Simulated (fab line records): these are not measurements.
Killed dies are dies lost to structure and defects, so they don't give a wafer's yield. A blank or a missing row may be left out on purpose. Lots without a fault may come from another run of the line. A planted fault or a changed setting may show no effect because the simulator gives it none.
Matching of chambers -- flow n5 finfet -- 4 sister chambers for N5_FIN_CUT_CUT_ETCH_27 on rie diel-05
The step etches SiO2 in CHF3/O2, target depth 4 nm, overetch 2 nm, time 4.9 s. 7 wafers are shown with their chamber, then 8 later ones without.

== WAFERS PAIRED WITH THEIR CHAMBERS ==
wafer,chamber,drypump motor current A (A),throttle valve pct (%)
L076.3,3,5.6,18.98
L076.6,0,6.1,18.79
L080.5,2,6.0,18.55
L081.1,1,5.2,19.12
L081.4,2,6.1,18.56
L081.6,1,5.2,19.13
L090.1,0,6.1,18.82

== WAFERS WITH NO CHAMBER GIVEN ==
wafer,drypump motor current A (A),throttle valve pct (%)
L090.2,5.2,18.74
L090.3,6.0,18.63
L093.3,5.6,18.64
L093.4,6.1,18.84
L093.6,6.0,18.60
L094.1,6.0,18.60
L094.4,5.2,18.74
L094.6,6.0,18.62

== THE CHAMBER EACH PASSED THROUGH ==
wafer,from the rows above,in truth
L090.2,3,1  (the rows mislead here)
L090.3,2,2
L093.3,2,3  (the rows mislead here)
L093.4,0,0
L093.6,2,2
L094.1,2,2
L094.4,3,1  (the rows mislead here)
L094.6,2,2
Correct placement for 5 of the 8. From these rows, 0 cannot be placed. Number placed wrongly: 3.
How it was worked out, from the rows above alone: a wafer's distance from a chamber is the root of the sum, over the readings, of the square of ((its reading less the chamber's mean) divided by the reading's scatter). If the next closest chamber is less than 2 further off than the closest, the wafer can't be placed; otherwise it belongs to the closest. The mean given for a chamber averages the wafers shown for that chamber. The scatter: take each reading less its chamber's mean, square it, sum over the shown wafers, divide by the number of wafers less the number of chambers, and take the root.
